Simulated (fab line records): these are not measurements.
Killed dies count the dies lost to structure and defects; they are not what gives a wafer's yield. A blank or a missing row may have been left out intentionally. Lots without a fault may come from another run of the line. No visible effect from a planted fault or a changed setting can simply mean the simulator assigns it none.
What tool caused it? ; flow n5 finfet ; 72 wafers from 24 lots sampled at 6 of the route's 1938 steps

== WHAT THE GAUGES SHOWED, per wafer ==
N5_BEOL_M7_CD_MEAS_18: pitch 80 nm, target cd 40 nm. Usual: 40.0 nm for cd nm, sd 0.49.
lot;measured;on;cd nm (nm);flag
L074;day 9 05:23;cd sem-02;40.0 40.3 39.9;
L076;day 9 17:59;cd sem-01;40.6 39.0 40.3;
L075;day 10 12:37;cd sem-01;40.1 40.2 40.3;
L078;day 10 15:22;cd sem-01;39.1 39.4 39.0;
L077;day 10 22:59;cd sem-02;39.7 39.6 39.5;
L083;day 11 14:47;cd sem-03;40.0 39.6 40.3;
L079;day 11 17:37;cd sem-01;39.7 40.2 40.9;
L081;day 11 20:34;cd sem-03;39.6 39.6 39.2;
L080;day 12 01:31;cd sem-02;39.3 40.2 40.1;
L082;day 12 11:50;cd sem-01;39.7 39.5 39.4;
L084;day 12 12:44;cd sem-02;40.7 40.4 40.5;
L087;day 12 13:11;cd sem-01;40.1 40.3 40.5;
L085;day 13 01:37;cd sem-02;40.1 40.5 40.1;
L086;day 13 07:43;cd sem-03;39.9 39.1 38.7;
L090;day 13 11:58;cd sem-03;40.9 40.4 40.1;
L088;day 13 12:40;cd sem-01;40.4 40.4 40.1;
L089;day 13 20:59;cd sem-01;39.7 40.2 40.1;
L091;day 14 11:04;cd sem-02;39.6 39.9 39.7;
L092;day 14 14:25;cd sem-02;40.7 39.9 39.9;
L093;day 14 16:38;cd sem-01;40.2 40.1 40.1;
L096;day 14 19:58;cd sem-03;40.5 40.2 41.0;
L094;day 14 20:28;cd sem-03;40.4 40.0 40.3;
L095;day 15 01:03;cd sem-02;40.8 40.5 40.5;
L097;day 15 20:07;cd sem-03;39.9 39.6 39.8;

N5_BEOL_M7_THK_MEAS_53: measures by xrf. Usual: M7_THK gives 80.5 nm (standard deviation 1.9).
lot;measured;on;M7_THK (nm);flag
L074;day 9 09:20;film metro-01;80.3 79.8 80.1;
L076;day 9 23:31;film metro-02;80.6 81.8 80.8;
L075;day 10 18:17;film metro-01;79.3 78.1 79.4;
L078;day 10 19:35;film metro-02;80.0 78.8 76.6;
L077;day 11 06:00;film metro-01;78.8 80.4 79.1;
L083;day 11 18:25;film metro-01;79.3 77.6 83.3;
L079;day 11 21:23;film metro-01;78.5 83.3 79.9;
L081;day 12 04:38;film metro-01;82.8 77.8 80.3;
L080;day 12 08:24;film metro-01;77.9 82.4 83.6;
L082;day 12 17:53;film metro-02;80.0 79.6 81.5;
L084;day 12 17:36;film metro-01;80.7 80.5 80.9;
L087;day 12 18:25;film metro-02;79.4 81.0 80.7;
L085;day 13 06:35;film metro-01;76.2 79.6 77.6;
L086;day 13 12:14;film metro-02;82.4 80.0 79.9;
L090;day 13 17:17;film metro-02;82.7 82.7 81.0;
L088;day 13 18:07;film metro-01;77.8 79.4 81.0;
L089;day 14 02:30;film metro-01;82.6 81.6 79.7;
L091;day 14 16:02;film metro-02;76.9 77.2 76.9;
L092;day 14 18:33;film metro-02;80.6 82.5 77.8;
L093;day 14 23:19;film metro-01;84.6 79.6 84.1;
L096;day 15 00:19;film metro-02;80.9 83.0 82.4;
L094;day 15 01:41;film metro-01;83.4 80.6 79.5;
L095;day 15 04:40;film metro-01;80.3 82.3 79.6;
L097;day 16 01:28;film metro-02;81.7 82.1 76.6;

N5_BEOL_M7_INSPECT_58: inspects for defects (darkfield). Usual: 77 for raw defect count, sd 29.
lot;measured;on;raw defect count;flag
L074;day 9 09:29;defect inspect-01;33 91 63;
L076;day 9 23:42;defect inspect-01;40 61 56;
L075;day 10 18:26;defect inspect-01;35 67 50;
L078;day 10 19:44;defect inspect-02;156 105 75;
L077;day 11 06:09;defect inspect-01;120 95 88;
L083;day 11 18:34;defect inspect-01;38 66 57;
L079;day 11 21:32;defect inspect-02;107 79 102;
L081;day 12 04:47;defect inspect-02;111 100 65;
L080;day 12 08:34;defect inspect-02;51 55 69;
L082;day 12 18:02;defect inspect-02;90 111 99;
L084;day 12 17:45;defect inspect-02;40 51 43;
L087;day 12 18:34;defect inspect-02;177 130 145;
L085;day 13 06:47;defect inspect-02;94 80 104;
L086;day 13 12:23;defect inspect-02;51 78 62;
L090;day 13 17:26;defect inspect-01;81 89 84;
L088;day 13 18:16;defect inspect-02;129 72 66;
L089;day 14 02:39;defect inspect-01;53 38 42;
L091;day 14 16:12;defect inspect-02;54 87 96;
L092;day 14 18:43;defect inspect-02;70 68 49;
L093;day 14 23:31;defect inspect-01;41 42 38;
L096;day 15 00:31;defect inspect-01;123 68 130;
L094;day 15 01:50;defect inspect-01;63 85 105;
L095;day 15 04:49;defect inspect-01;41 57 55;
L097;day 16 01:37;defect inspect-01;84 41 59;

== EACH LOT AND THE TOOL THAT RAN IT (in order: tool; ch and the chambers of the sampled wafers; start) ==
lot;N5_BEOL_M6_PRE_CLEAN_45;N5_BEOL_M7_CURE_74;N5_BEOL_M7_STRIP_36
L074;pvd sputter-01, day 9 01:22;uv cure-02 ch 2, day 9 03:16;rie diel-04 ch 0,3, day 9 06:58
L076;pvd sputter-03, day 9 11:53;uv cure-01 ch 0, day 9 13:47;rie diel-04 ch 1,2, day 9 19:17
L075;pvd sputter-03, day 10 06:33;uv cure-01 ch 1, day 10 10:04;rie diel-02 ch 0,1,3, day 10 14:24
L078;pvd sputter-02, day 10 09:49;uv cure-01 ch 1, day 10 11:43;rie diel-05 ch 0,2,3, day 10 17:04
L077;pvd sputter-02, day 10 18:29;uv cure-03 ch 0, day 10 20:14;rie diel-02 ch 2,3, day 11 03:32
L083;pvd sputter-02, day 11 10:46;uv cure-02 ch 2, day 11 12:23;rie diel-05 ch 0,1,3, day 11 16:07
L079;pvd sputter-02, day 11 11:27;uv cure-03 ch 2, day 11 13:53;rie diel-05 ch 1,3, day 11 19:07
L081;pvd sputter-02, day 11 14:13;uv cure-03 ch 2, day 11 16:50;rie diel-05 ch 0,2,3, day 12 00:32
L080;pvd sputter-01, day 11 17:15;uv cure-02 ch 1, day 11 20:20;rie diel-05 ch 2,3, day 12 05:43
L082;pvd sputter-02, day 12 06:49;uv cure-01 ch 2, day 12 08:51;rie diel-04 ch 1,2,3, day 12 15:17
L084;pvd sputter-03, day 12 06:52;uv cure-02 ch 0, day 12 09:10;rie diel-02 ch 2,3, day 12 15:03
L087;pvd sputter-01, day 12 07:56;uv cure-01 ch 2, day 12 09:45;rie diel-04 ch 0,1,2, day 12 15:41
L085;pvd sputter-01, day 12 20:21;uv cure-03 ch 1, day 12 22:11;rie diel-05 ch 0,1,3, day 13 02:31
L086;pvd sputter-02, day 13 02:16;uv cure-02 ch 0, day 13 04:48;rie diel-05 ch 0,1, day 13 08:33
L090;pvd sputter-03, day 13 06:35;uv cure-02 ch 1, day 13 08:28;rie diel-02 ch 1,3, day 13 14:21
L088;pvd sputter-01, day 13 08:25;uv cure-02 ch 1, day 13 10:25;rie diel-05 ch 0,1,2, day 13 14:44
L089;pvd sputter-02, day 13 15:32;uv cure-01 ch 1, day 13 17:49;rie diel-02 ch 1,2,3, day 13 22:28
L091;pvd sputter-02, day 14 05:51;uv cure-01 ch 1, day 14 08:28;rie diel-05 ch 0,3, day 14 12:59
L092;pvd sputter-03, day 14 08:50;uv cure-02 ch 0, day 14 12:08;rie diel-05 ch 1,3, day 14 15:14
L093;pvd sputter-03, day 14 10:08;uv cure-01 ch 1, day 14 13:45;rie diel-05 ch 2,3, day 14 19:14
L096;pvd sputter-02, day 14 13:59;uv cure-02 ch 0, day 14 16:19;rie diel-02 ch 1,2, day 14 21:59
L094;pvd sputter-02, day 14 16:05;uv cure-02 ch 2, day 14 18:42;rie diel-05 ch 1,2,3, day 14 22:25
L095;pvd sputter-02, day 14 19:58;uv cure-01 ch 2, day 14 23:35;rie diel-04 ch 1,2,3, day 15 02:10
L097;pvd sputter-03, day 15 14:12;uv cure-01 ch 2, day 15 16:10;rie diel-05 ch 0,3, day 15 22:13
- N5_BEOL_M6_PRE_CLEAN_45: time 30 s.
- N5_BEOL_M7_CURE_74: cures SiCOH lowk, time 240 s.
- N5_BEOL_M7_STRIP_36: strips in N2/H2.

== WHAT THE TOOLS THEMSELVES READ (means of the sampled wafers that have a number; where no wafer has one, the mark that the record gives instead) ==
N5_BEOL_M6_PRE_CLEAN_45. Usual: 319 W for heater power w, sd 28.
lot;tool;heater power w (W);flag
L074;pvd sputter-01;298;
L076;pvd sputter-03;322;
L075;pvd sputter-03;302;
L078;pvd sputter-02;341;
L077;pvd sputter-02;357;
L083;pvd sputter-02;326;
L079;pvd sputter-02;359;
L081;pvd sputter-02;335;
L080;pvd sputter-01;296;
L082;pvd sputter-02;336;
L084;pvd sputter-03;308;
L087;pvd sputter-01;290;
L085;pvd sputter-01;293;
L086;pvd sputter-02;341;
L090;pvd sputter-03;329;
L088;pvd sputter-01;285;
L089;pvd sputter-02;336;
L091;pvd sputter-02;326;
L092;pvd sputter-03;319;
L093;pvd sputter-03;326;
L096;pvd sputter-02;327;
L094;pvd sputter-02;314;
L095;pvd sputter-02;353;
L097;pvd sputter-03;331;

N5_BEOL_M7_CURE_74. Usual: lamp power pct 52.32 %, standard deviation 0.05; wafer_temp_C_max 386.8, standard deviation 0.78.
lot;tool;lamp power pct (%);wafer_temp_C_max;flag
L074;uv cure-02;52.34;388.4;
L076;uv cure-01;52.33;386.3;
L075;uv cure-01;52.28;385.8;
L078;uv cure-01;52.31;386.0;
L077;uv cure-03;52.31;387.6;
L083;uv cure-02;52.33;388.5;
L079;uv cure-03;52.34;386.5;
L081;uv cure-03;52.32;386.3;
L080;uv cure-02;52.30;386.9;
L082;uv cure-01;52.29;386.7;
L084;uv cure-02;52.37;386.3;
L087;uv cure-01;52.27;386.9;
L085;uv cure-03;52.36;387.5;
L086;uv cure-02;52.32;386.1;
L090;uv cure-02;52.30;387.2;
L088;uv cure-02;52.32;386.8;
L089;uv cure-01;52.33;386.2;
L091;uv cure-01;52.29;385.9;
L092;uv cure-02;52.31;386.4;
L093;uv cure-01;52.29;386.4;
L096;uv cure-02;52.34;386.8;
L094;uv cure-02;52.32;387.9;
L095;uv cure-01;52.36;387.0;
L097;uv cure-01;52.37;386.7;

N5_BEOL_M7_STRIP_36. Usual: drypump motor current A 5.8 A, standard deviation 0.51; oes product au 0.76 a.u., standard deviation 0.094; rf vpp V 59.4 V, standard deviation 1.5; showerhead plenum p Torr 2.53 Torr, standard deviation 0.072; throttle valve pct 23.73 %, standard deviation 0.26.
lot;tool;drypump motor current A (A);oes product au (a.u.);rf vpp V (V);showerhead plenum p Torr (Torr);throttle valve pct (%);flag
L074;rie diel-04;5.8;0.70;59.9;2.43;23.74;
L076;rie diel-04;5.9;0.75;59.5;2.56;23.74;
L075;rie diel-02;5.6;0.78;59.4;2.58;23.82;
L078;rie diel-05;5.5;0.78;59.8;2.51;23.75;
L077;rie diel-02;5.0;0.72;59.2;2.53;23.75;
L083;rie diel-05;5.9;0.69;57.1;2.50;23.89;
L079;rie diel-05;6.0;0.69;61.8;2.50;23.98;
L081;rie diel-05;5.5;0.77;60.1;2.50;23.76;
L080;rie diel-05;5.5;0.85;59.0;2.49;23.68;
L082;rie diel-04;5.9;0.80;59.2;2.58;23.72;
L084;rie diel-02;5.3;0.73;59.8;2.53;23.57;
L087;rie diel-04;6.1;0.72;58.7;2.52;23.73;
L085;rie diel-05;5.9;0.69;58.0;2.50;23.89;
L086;rie diel-05;6.3;0.68;59.2;2.50;23.83;
L090;rie diel-02;5.1;0.76;59.4;2.57;23.74;
L088;rie diel-05;5.9;0.75;59.3;2.50;23.71;
L089;rie diel-02;5.4;0.76;60.8;2.58;23.58;
L091;rie diel-05;5.5;0.68;61.0;2.50;23.96;
L092;rie diel-05;6.3;0.68;57.7;2.50;23.94;
L093;rie diel-05;5.5;0.82;57.8;2.49;23.70;
L096;rie diel-02;5.8;0.82;59.7;2.64;23.39;
L094;rie diel-05;5.9;0.74;59.3;2.49;23.82;
L095;rie diel-04;5.9;0.78;58.5;2.57;23.75;
L097;rie diel-05;5.5;0.86;58.2;2.49;23.67;

== THE ANSWER, worked out from the rows above alone ==
Rule: a lot is off if the mean of its wafers that have a number lies more than 3 standard deviations from the usual mean. Also off: a lot with no number at a reading for which 4 or more lots have one. The other lots that the step has rows for count as sound. The gauges are gone through in route order, then the tools' own readings, and for those a lot's mean is taken as printed above. At the first step where some lot is off, the reading lying furthest off is the one used; lots without a number count as furthest.
Nothing can be told from this: no lot is off at any reading shown.

== WHAT HAD BEEN PUT IN BY THE SIMULATOR ==
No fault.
